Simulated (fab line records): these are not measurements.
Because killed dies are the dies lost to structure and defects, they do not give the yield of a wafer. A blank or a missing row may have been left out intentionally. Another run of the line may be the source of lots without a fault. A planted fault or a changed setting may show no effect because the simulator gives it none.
A struck lot beside a sound one + flow nand harc + 14 out of 1302 route steps
Sound: these wafers, L695.1, L695.4, L695.6. Struck: wafers L684.2, L684.5, L684.6. Last of all comes the cause.
For every step that has rows: the tool of each side, followed by ch and its chambers, followed by its first start. Under that, the readings that differ: sound wafers + struck wafers + difference of the means + sigmas: that difference in standard deviations of wafers without a fault.
alike: readings with means less than 2 such deviations apart, plus words and numbers identical on both sides. not compared: withheld readings, readings lacking a value on some wafer, bounds such as >300 that could conceal the same value, and numbers that have no deviation in the record and whose values overlap.
A row with sigmas, a row that says differs or no value, or rows on one side alone: a step with any of these is where the two part. When numbers do not overlap yet have no deviation, they are printed without sigmas and do not part them. Lack of a reading on every wafer of one side parts them only where that side has two or more wafers.

first, 5 steps without rows for these wafers: NHARC_A_STAIRCASE_EBR_246; NHARC_A_STAIRCASE_EXPOSE_247 (exposes mask SDS 1); NHARC_A_STAIRCASE_PEB_248 (peb time 130 s); NHARC_A_STAIRCASE_DEVELOP_249 (time 140 s); NHARC_A_STAIRCASE_HARDBAKE_251 (time 140 s).
NHARC_A_STAIRCASE_DESCUM_252: chemistry O2, time 3 s.
  sound on rie diel-06 ch 0,1,2, day 22 21:40; struck on rie diel-01 ch 2,3, day 18 05:19
  alike: drypump motor current A, oes product au, rf vpp V, showerhead plenum p Torr, throttle valve pct
  not compared: rf hours counter h
NHARC_A_STAIRCASE_ETCH_253: etches the open film in C4F8/O2, target depth 50 nm, time 20.2 s.
  sound on rie diel-06 ch 0,1, day 22 21:47; struck on rie diel-01 ch 0,3, day 18 05:24
  alike: oes product au, rf vpp V
  not compared: rf hours counter h
NHARC_A_STAIRCASE_STRIP_254: strips in O2.
  sound on plasma asher-02 ch 0,1, day 22 22:07; struck on plasma asher-01 ch 0,1, day 18 05:29
| reading            | sound       | struck      | difference | sigmas |
|--------------------|-------------|-------------|------------|--------|
| heater power w (W) | 416 346 410 | 292 324 298 | -86        | -2     |
  alike: drypump motor current A
  not compared: rf hours counter h
then, 3 steps without rows for these wafers: NHARC_A_STAIRCASE_STRIP_255 (strips in SPM, time 900 s); NHARC_A_STAIRCASE_PRECLEAN_256 (cleans in SC1); NHARC_A_STAIRCASE_SRD_257.
NHARC_A_STAIRCASE_HM_DEP_456: deposits aC, target thk 3100 nm.
  sound on acl dep-02 ch 0, day 23 01:57; struck on acl dep-01 ch 0, day 18 09:21
  alike: throttle valve pct
NHARC_A_STAIRCASE_DEP_259: deposits SiON, target thk 30 nm.
  sound on pecvd-02 ch 0,2, day 23 03:50; struck on pecvd-03 ch 0,1,2, day 18 10:58
  alike: heater power w
-- the record jumps here: 8 days lie between the struck wafers' starts before and after (it left off in module A_STAIRCASE and takes up again in module END, whose first step shown is number 1302 of the route) --
NHARC_END_SORT_01:
  sound on prober-01 ch 0, day 31 18:17; struck on prober-02 ch 0, day 26 14:42
  alike: killed at array, killed at other, killed at periphery, killed dies, killed open, killed short

## WHERE THEY PART
At NHARC_A_STAIRCASE_STRIP_254 and nowhere else, as far as this record goes. Later steps at which nothing parts them and some readings are alike: NHARC_A_STAIRCASE_HM_DEP_456, NHARC_A_STAIRCASE_DEP_259, NHARC_END_SORT_01.

WHY: the cause the simulator had injected
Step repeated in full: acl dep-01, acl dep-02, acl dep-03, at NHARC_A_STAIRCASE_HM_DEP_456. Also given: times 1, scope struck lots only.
